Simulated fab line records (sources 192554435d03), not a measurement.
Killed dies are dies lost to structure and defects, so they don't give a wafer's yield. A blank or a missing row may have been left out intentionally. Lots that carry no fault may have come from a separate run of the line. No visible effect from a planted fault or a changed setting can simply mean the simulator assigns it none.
Which of the tools did it? | flow n5_finfet | 10 lots with 30 wafers sampled at 5 steps, on a route of 1938 steps

## WHAT THE GAUGES READ, wafer by wafer
The record holds no reading of a measuring or inspecting step that can be judged against a usual standard deviation.

## EACH LOT AND THE TOOL THAT RAN IT (in order: tool; ch and the chambers of the sampled wafers; start)
lot  | N5_BEOL_M8_VIA_ETCH_34             | N5_PASSIVATION_PECVD_01         | N5_PASSIVATION_DEGAS_18      | N5_PASSIVATION_SPUTTER_20    | N5_PASSIVATION_PROBE_49
L163 | rie_diel-06 ch 0,1,2, day 9 11:35  | pecvd-03 ch 0,2, day 12 00:02   | pvd_sputter-03, day 12 01:34 | pvd_sputter-03, day 12 01:39 | -
L166 | rie_diel-06 ch 0,1,2, day 10 05:05 | pecvd-03 ch 0,1,2, day 12 13:03 | pvd_sputter-03, day 12 15:05 | pvd_sputter-03, day 12 15:10 | -
L167 | rie_diel-06 ch 0,3, day 10 08:07   | pecvd-01 ch 0,1,2, day 12 18:07 | pvd_sputter-03, day 12 19:16 | pvd_sputter-03, day 12 19:21 | -
L169 | rie_diel-05 ch 0,1,2, day 10 22:59 | pecvd-01 ch 2, day 13 08:28     | pvd_sputter-03, day 13 13:17 | pvd_sputter-03, day 13 13:22 | -
L170 | rie_diel-06 ch 0,1,2, day 11 09:34 | pecvd-03 ch 0,1,2, day 13 18:51 | pvd_sputter-03, day 13 20:40 | pvd_sputter-03, day 13 20:44 | prober-02, day 14 03:56
L172 | rie_diel-05 ch 1,3, day 11 16:54   | pecvd-04 ch 0,1,2, day 14 03:33 | pvd_sputter-01, day 14 05:43 | pvd_sputter-01, day 14 05:47 | -
L176 | rie_diel-06 ch 0,1,3, day 13 04:14 | pecvd-01 ch 0,1,2, day 15 17:15 | pvd_sputter-03, day 15 20:06 | pvd_sputter-03, day 15 20:11 | prober-01, day 16 02:05
L179 | rie_diel-06 ch 0,1,3, day 13 12:52 | pecvd-04 ch 1,2, day 16 03:38   | pvd_sputter-02, day 16 05:31 | pvd_sputter-02, day 16 05:35 | prober-02, day 16 11:47
L185 | rie_diel-04 ch 0,1,3, day 15 06:08 | pecvd-03 ch 0,2, day 17 18:35   | pvd_sputter-03, day 17 20:46 | pvd_sputter-03, day 17 20:51 | -
L186 | rie_diel-05 ch 1,3, day 15 12:49   | pecvd-01 ch 0,1,2, day 18 00:05 | pvd_sputter-01, day 18 02:12 | pvd_sputter-01, day 18 02:17 | -
- N5_BEOL_M8_VIA_ETCH_34: etches SiCOH lowk in C4F6/O2, target depth 125.5 nm, time 50.5 s.
- N5_PASSIVATION_PECVD_01: deposits SiNx from SiH4/NH3/N2, target thk 200 nm, time 43.2 s.
- N5_PASSIVATION_DEGAS_18: time 60 s.
- N5_PASSIVATION_SPUTTER_20: material TaN, target thk 50 nm.
- N5_PASSIVATION_PROBE_49

## WHAT THE TOOLS THEMSELVES READ (means of the sampled wafers that have a number; where no wafer has one, the mark that the record gives instead)
N5_BEOL_M8_VIA_ETCH_34. Usual: O2_flow_sccm 9.997 sccm, standard deviation 0.028; drypump_motor_current_A 5.8 A, standard deviation 0.42; oes_product_au 0.80 a.u., standard deviation 0.076; rf_fwd_power_W 341.6 W, standard deviation 1.3; rf_vpp_V 667 V, standard deviation 6.3; showerhead_plenum_p_Torr 2.89 Torr, standard deviation 0.091; throttle_valve_pct 20.70 %, standard deviation 0.24.
lot  | tool        | O2_flow_sccm (sccm) | drypump_motor_current_A (A) | oes_product_au (a.u.) | rf_fwd_power_W (W) | rf_vpp_V (V) | showerhead_plenum_p_Torr (Torr) | throttle_valve_pct (%) | flag
L163 | rie_diel-06 | 9.994               | 6.0                         | 0.78                  | 341.3              | 661          | 2.85                            | 20.80                  |
L166 | rie_diel-06 | 9.985               | 6.0                         | 0.77                  | 342.0              | 661          | 2.85                            | 20.81                  |
L167 | rie_diel-06 | 9.993               | 6.1                         | 0.71                  | 341.2              | 658          | 2.78                            | 20.66                  |
L169 | rie_diel-05 | 10.001              | 5.5                         | 0.82                  | 342.1              | 667          | 2.95                            | 20.64                  |
L170 | rie_diel-06 | 10.002              | 6.0                         | 0.76                  | 341.4              | 662          | 2.85                            | 20.83                  |
L172 | rie_diel-05 | 10.003              | 5.7                         | 0.80                  | 340.3              | 673          | 2.90                            | 20.71                  |
L176 | rie_diel-06 | 10.031              | 6.3                         | 0.82                  | 340.5              | 664          | 2.94                            | 20.60                  |
L179 | rie_diel-06 | 9.989               | 6.3                         | 0.82                  | 340.7              | 665          | 2.94                            | 20.60                  |
L185 | rie_diel-04 | 9.992               | 5.7                         | 0.81                  | 341.8              | 673          | 2.87                            | 20.69                  |
L186 | rie_diel-05 | 10.014              | 5.8                         | 0.81                  | 341.4              | 671          | 2.84                            | 20.75                  |

N5_PASSIVATION_PECVD_01. Usual: heater_power_w 379 W, standard deviation 74; rf_fwd_power_W 1393 W, standard deviation 5.4; showerhead_plenum_p_Torr 8.72 Torr, standard deviation 0.038; susceptor_temp_C 400.00 C, standard deviation 0.23; throttle_valve_pct 28.6 %, standard deviation 1.1.
lot  | tool     | heater_power_w (W) | rf_fwd_power_W (W) | showerhead_plenum_p_Torr (Torr) | susceptor_temp_C (C) | throttle_valve_pct (%) | flag
L163 | pecvd-03 | 371                | 1400               | 8.78                            | 399.86               | 27.7                   |
L166 | pecvd-03 | 432                | 1395               | 8.74                            | 400.06               | 27.9                   |
L167 | pecvd-01 | 313                | 1393               | 8.69                            | 399.92               | 29.3                   |
L169 | pecvd-01 | 298                | 1386               | 8.67                            | 400.21               | 28.1                   |
L170 | pecvd-03 | 400                | 1398               | 8.77                            | 400.12               | 28.0                   |
L172 | pecvd-04 | 383                | 1398               | 8.72                            | 399.94               | 27.9                   |
L176 | pecvd-01 | 360                | 1393               | 8.71                            | 400.00               | 29.2                   |
L179 | pecvd-04 | 340                | 1388               | 8.69                            | 400.11               | 27.8                   |
L185 | pecvd-03 | 445                | 1393               | 8.75                            | 399.99               | 28.0                   |
L186 | pecvd-01 | 323                | 1386               | 8.71                            | 400.18               | 29.5                   |

N5_PASSIVATION_DEGAS_18. Usual: heater_power_w 472 W, standard deviation 45; susceptor_temp_C 299.99 C, standard deviation 0.2.
lot  | tool           | heater_power_w (W) | susceptor_temp_C (C) | flag
L163 | pvd_sputter-03 | 464                | 300.00               |
L166 | pvd_sputter-03 | 463                | 300.03               |
L167 | pvd_sputter-03 | 471                | 300.13               |
L169 | pvd_sputter-03 | 460                | 299.94               |
L170 | pvd_sputter-03 | 481                | 299.74               |
L172 | pvd_sputter-01 | 485                | 299.94               |
L176 | pvd_sputter-03 | 475                | 299.85               |
L179 | pvd_sputter-02 | 458                | 300.17               |
L185 | pvd_sputter-03 | 500                | 299.96               |
L186 | pvd_sputter-01 | 497                | 299.93               |

N5_PASSIVATION_SPUTTER_20. Usual: susceptor_temp_C 25.01 C, standard deviation 0.1; throttle_valve_pct 30.2 %, standard deviation 0.94.
lot  | tool           | susceptor_temp_C (C) | throttle_valve_pct (%) | flag
L163 | pvd_sputter-03 | 25.01                | 29.8                   |
L166 | pvd_sputter-03 | 25.04                | 30.0                   |
L167 | pvd_sputter-03 | 25.09                | 29.4                   |
L169 | pvd_sputter-03 | 25.00                | 29.9                   |
L170 | pvd_sputter-03 | 24.88                | 30.8                   |
L172 | pvd_sputter-01 | 24.92                | 31.3                   |
L176 | pvd_sputter-03 | 24.94                | 30.7                   |
L179 | pvd_sputter-02 | 25.06                | 29.8                   |
L185 | pvd_sputter-03 | 24.91                | 29.9                   |
L186 | pvd_sputter-01 | 25.09                | 30.3                   |

N5_PASSIVATION_PROBE_49. Usual: defect_limited_yield 91.3 %, standard deviation 1.4; killed_at_M0_to_M3 34, standard deviation 10; killed_at_M4_up 13, standard deviation 4.8; killed_at_contacts 12, standard deviation 6.1; killed_at_front_end 40, standard deviation 11; killed_at_other 3.7, standard deviation 2.8; killed_dies 103, standard deviation 16; killed_open 67, standard deviation 12; killed_short 34, standard deviation 7.4; sort_bin_5_function 5.1 %, standard deviation 0.95; sort_bin_6_memory 3.2 %, standard deviation 0.62; sort_n_pass 1077, standard deviation 16; sort_yield_pct 91.3 %, standard deviation 1.4.
lot  | tool      | defect_limited_yield (%) | killed_at_M0_to_M3 | killed_at_M4_up | killed_at_contacts | killed_at_front_end | killed_at_other | killed_dies | killed_open | killed_short | sort_bin_5_function (%) | sort_bin_6_memory (%) | sort_n_pass | sort_yield_pct (%) | flag
L170 | prober-02 | 90.3                     | 44                 | 16              | 15                 | 34                  | 5.5             | 114         | 74          | 40           | 5.7                     | 3.6                   | 1066        | 90.3               |
L176 | prober-01 | 87.3                     | 34                 | 51              | 14                 | 47                  | 3.0             | 149         | 74          | 38           | 8.1                     | 4.0                   | 1031        | 87.3               | OFF
L179 | prober-02 | 89.1                     | 32                 | 45              | 21                 | 29                  | 2.3             | 129         | 64          | 32           | 6.5                     | 3.5                   | 1051        | 89.1               | OFF

## THE ANSWER, worked out from the rows above alone
Rule: take the mean of a lot's wafers that have a number; if it is more than 3 standard deviations from the usual mean, the lot is off. Also off: a lot with no number at a reading for which 4 or more lots have one. All remaining lots with rows at the step are treated as sound. After the gauges, taken in route order, come the tools' own readings; for these a lot's mean is taken, as printed above. At the first step where some lot is off, the reading lying furthest off is the one used; lots without a number count as furthest.
Off at N5_PASSIVATION_PROBE_49 (killed_at_M4_up): L176, L179. Neither off nor sound, because the step has no rows for them: L163, L166, L167, L169, L172, L185, L186.
A tool fits if, at that step or a process step before it, it ran every lot that is off, and no sound lot after the first of them. One fits: N5_BEOL_M8_VIA_ETCH_34 on rie_diel-06. Its last sound lot is L170 (day 11 09:34), its first lot that is off L176 (day 13 04:14): a fault that began between those two fits.

## WHAT THE SIMULATOR HAD PUT IN
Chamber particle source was rie_diel-06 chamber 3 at N5_BEOL_M8_VIA_ETCH_34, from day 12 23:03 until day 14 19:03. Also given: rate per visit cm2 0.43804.
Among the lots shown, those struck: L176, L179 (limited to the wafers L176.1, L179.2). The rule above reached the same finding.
